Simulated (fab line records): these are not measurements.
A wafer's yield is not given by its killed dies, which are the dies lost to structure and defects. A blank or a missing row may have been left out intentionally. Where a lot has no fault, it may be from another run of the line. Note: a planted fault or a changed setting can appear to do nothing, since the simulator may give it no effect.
Which tool did it?    flow n5-finfet    Sampling: 24 lots, 72 wafers, 4 of 1938 route steps

== WHAT EACH GAUGE READ, for each wafer ==
N5_BEOL_M1_OVL_MEAS_29. Usual: V0_OVL gives -0.1 nm (standard deviation 0.73).
lot   measured      on          V0_OVL (nm)     flag
L074  day 6 01:34   overlay-01  0.5 1.1 1.5     
L075  day 6 12:00   overlay-01  0.3 -1.2 -0.2   
L076  day 6 19:45   overlay-02  0.3 0.7 1.1     
L077  day 6 22:12   overlay-02  -0.5 -0.7 0.4   
L078  day 7 04:34   overlay-01  -1.2 -0.7 -1.3  
L079  day 7 14:27   overlay-02  0.1 0.0 0.2     
L080  day 7 17:27   overlay-01  -1.2 -1.0 0.2   
L081  day 7 20:33   overlay-01  1.0 0.2 0.3     
L082  day 8 06:49   overlay-02  0.0 -1.0 -0.6   
L084  day 8 12:29   overlay-01  -1.1 -0.6 0.0   
L083  day 8 18:15   overlay-02  -1.0 0.0 0.1    
L085  day 8 22:01   overlay-01  0.4 0.5 0.5     
L086  day 9 03:40   overlay-02  -0.7 -0.4 -0.1  
L087  day 9 07:28   overlay-01  -0.5 0.4 0.1    
L088  day 9 13:04   overlay-01  -0.3 1.5 0.9    
L089  day 9 20:26   overlay-02  -1.8 -0.5 -1.1  
L090  day 10 03:47  overlay-01  0.6 0.3 0.5     
L091  day 10 08:31  overlay-01  0.0 -1.2 -0.3   
L092  day 10 17:36  overlay-02  -0.2 -0.7 -0.4  
L093  day 10 23:37  overlay-01  -0.3 0.9 0.8    
L094  day 11 03:06  overlay-02  -0.8 0.5 -0.9   
L095  day 11 09:42  overlay-02  -0.9 0.3 -0.8   
L096  day 11 13:35  overlay-01  0.2 0.5 0.7     
L097  day 11 23:46  overlay-02  -0.7 -1.0 0.6   

N5_BEOL_M1_INSPECT_59: inspects for defects (darkfield). Usual: raw-defect-count 75, standard deviation 23.
lot   measured      on                 raw-defect-count  flag
L074  day 6 13:31   defect-inspect-01  97 66 65          
L075  day 6 17:29   defect-inspect-01  76 136 75         
L076  day 7 01:52   defect-inspect-02  99 61 68          
L077  day 7 04:20   defect-inspect-01  64 85 48          
L078  day 7 13:40   defect-inspect-01  53 112 68         
L079  day 7 20:20   defect-inspect-02  52 69 35          
L080  day 7 22:51   defect-inspect-01  55 34 60          
L081  day 8 03:59   defect-inspect-02  62 62 169         
L082  day 8 21:34   defect-inspect-01  64 88 82          
L084  day 8 18:44   defect-inspect-02  58 49 84          
L083  day 9 01:04   defect-inspect-01  53 44 85          
L085  day 9 06:58   defect-inspect-01  78 64 64          
L086  day 9 15:52   defect-inspect-02  47 44 94          
L087  day 9 18:56   defect-inspect-02  121 86 88         
L088  day 9 23:44   defect-inspect-02  82 72 59          
L089  day 10 03:40  defect-inspect-01  79 110 38         
L090  day 10 14:41  defect-inspect-01  111 59 89         
L091  day 10 19:35  defect-inspect-02  116 139 89        
L092  day 11 02:10  defect-inspect-02  57 61 62          
L093  day 11 05:21  defect-inspect-02  90 42 79          
L094  day 11 10:00  defect-inspect-01  65 60 42          
L095  day 11 16:55  defect-inspect-01  75 67 95          
L096  day 11 20:07  defect-inspect-01  90 81 125         
L097  day 12 14:12  defect-inspect-02  107 88 70         

== EACH LOT AND THE TOOL THAT RAN IT (in order: tool; ch and the chambers of the sampled wafers; start) ==
lot   N5_BEOL_M1_ANNEAL_93          N5_BEOL_M1_SPUTTER_94
L074  pvd-sputter-02, day 6 12:00   pvd-sputter-02, day 6 12:08
L075  pvd-sputter-02, day 6 16:02   pvd-sputter-02, day 6 16:11
L076  pvd-sputter-03, day 7 00:25   pvd-sputter-03, day 7 00:33
L077  pvd-sputter-03, day 7 02:52   pvd-sputter-03, day 7 03:01
L078  pvd-sputter-03, day 7 12:14   pvd-sputter-03, day 7 12:22
L079  pvd-sputter-01, day 7 18:46   pvd-sputter-01, day 7 18:54
L080  pvd-sputter-01, day 7 21:25   pvd-sputter-01, day 7 21:34
L081  pvd-sputter-01, day 8 02:31   pvd-sputter-01, day 8 02:40
L082  pvd-sputter-02, day 8 20:04   pvd-sputter-02, day 8 20:12
L084  pvd-sputter-03, day 8 17:15   pvd-sputter-03, day 8 17:23
L083  pvd-sputter-03, day 8 23:38   pvd-sputter-03, day 8 23:46
L085  pvd-sputter-01, day 9 05:31   pvd-sputter-01, day 9 05:39
L086  pvd-sputter-01, day 9 14:26   pvd-sputter-01, day 9 14:35
L087  pvd-sputter-01, day 9 17:25   pvd-sputter-01, day 9 17:34
L088  pvd-sputter-01, day 9 22:18   pvd-sputter-01, day 9 22:26
L089  pvd-sputter-01, day 10 02:14  pvd-sputter-01, day 10 02:23
L090  pvd-sputter-02, day 10 12:49  pvd-sputter-02, day 10 12:57
L091  pvd-sputter-03, day 10 18:07  pvd-sputter-03, day 10 18:16
L092  pvd-sputter-01, day 11 00:43  pvd-sputter-01, day 11 00:51
L093  pvd-sputter-01, day 11 03:55  pvd-sputter-01, day 11 04:03
L094  pvd-sputter-01, day 11 08:32  pvd-sputter-01, day 11 08:40
L095  pvd-sputter-01, day 11 15:29  pvd-sputter-01, day 11 15:38
L096  pvd-sputter-03, day 11 18:36  pvd-sputter-03, day 11 18:44
L097  pvd-sputter-02, day 12 12:46  pvd-sputter-02, day 12 12:55
- N5_BEOL_M1_ANNEAL_93: time 240 s.
- N5_BEOL_M1_SPUTTER_94: material Cu, target thk 4.5 nm, time 8.29 s.

== AS READ BY THE TOOLS THEMSELVES (means over the sampled wafers that have a number; for cases with no such wafer, the mark the record gives instead) ==
N5_BEOL_M1_ANNEAL_93. Usual: heater-power-w 753 W, standard deviation 96.
lot   tool            heater-power-w (W)  flag
L074  pvd-sputter-02  797                 
L075  pvd-sputter-02  801                 
L076  pvd-sputter-03  768                 
L077  pvd-sputter-03  706                 
L078  pvd-sputter-03  730                 
L079  pvd-sputter-01  779                 
L080  pvd-sputter-01  852                 
L081  pvd-sputter-01  685                 
L082  pvd-sputter-02  805                 
L084  pvd-sputter-03  746                 
L083  pvd-sputter-03  717                 
L085  pvd-sputter-01  687                 
L086  pvd-sputter-01  676                 
L087  pvd-sputter-01  819                 
L088  pvd-sputter-01  729                 
L089  pvd-sputter-01  679                 
L090  pvd-sputter-02  792                 
L091  pvd-sputter-03  698                 
L092  pvd-sputter-01  648                 
L093  pvd-sputter-01  698                 
L094  pvd-sputter-01  694                 
L095  pvd-sputter-01  724                 
L096  pvd-sputter-03  744                 
L097  pvd-sputter-02  761                 

N5_BEOL_M1_SPUTTER_94. Usual: chuck-sensor-temp-C -16.0 C, standard deviation 0.41; throttle-valve-pct 30.2 %, standard deviation 1.1.
lot   tool            chuck-sensor-temp-C (C)  throttle-valve-pct (%)  flag
L074  pvd-sputter-02  -16.0                    29.8                    
L075  pvd-sputter-02  -15.7                    30.4                    
L076  pvd-sputter-03  -16.0                    30.9                    
L077  pvd-sputter-03  -16.0                    30.7                    
L078  pvd-sputter-03  -16.1                    31.2                    
L079  pvd-sputter-01  -16.2                    30.1                    
L080  pvd-sputter-01  -16.0                    30.1                    
L081  pvd-sputter-01  -15.9                    29.9                    
L082  pvd-sputter-02  -15.9                    30.5                    
L084  pvd-sputter-03  -15.8                    30.0                    
L083  pvd-sputter-03  -16.1                    31.3                    
L085  pvd-sputter-01  -16.0                    29.9                    
L086  pvd-sputter-01  -16.4                    30.0                    
L087  pvd-sputter-01  -16.3                    30.3                    
L088  pvd-sputter-01  -16.0                    30.1                    
L089  pvd-sputter-01  -16.0                    29.7                    
L090  pvd-sputter-02  -15.9                    29.8                    
L091  pvd-sputter-03  -15.9                    30.7                    
L092  pvd-sputter-01  -15.8                    29.5                    
L093  pvd-sputter-01  -15.9                    29.7                    
L094  pvd-sputter-01  -16.0                    29.7                    
L095  pvd-sputter-01  -15.9                    30.0                    
L096  pvd-sputter-03  -16.0                    30.3                    
L097  pvd-sputter-02  -16.2                    29.3                    

== THE ANSWER, worked out from the rows above alone ==
Rule: a lot counts as off when the mean over its wafers that have a number is more than 3 standard deviations away from the usual mean. Also off: a lot with no number at a reading for which 4 or more lots have one. The other lots that the step has rows for count as sound. Order of review: gauges by route order, followed by the tools' own readings, for which a lot's mean as printed above is used. The first step at which some lot is off is used, and at that step the reading that is off furthest; a lot without a number counts as furthest.
No lot is off at any reading shown: from this, nothing can be told.

== WHAT WAS PUT IN BY THE SIMULATOR ==
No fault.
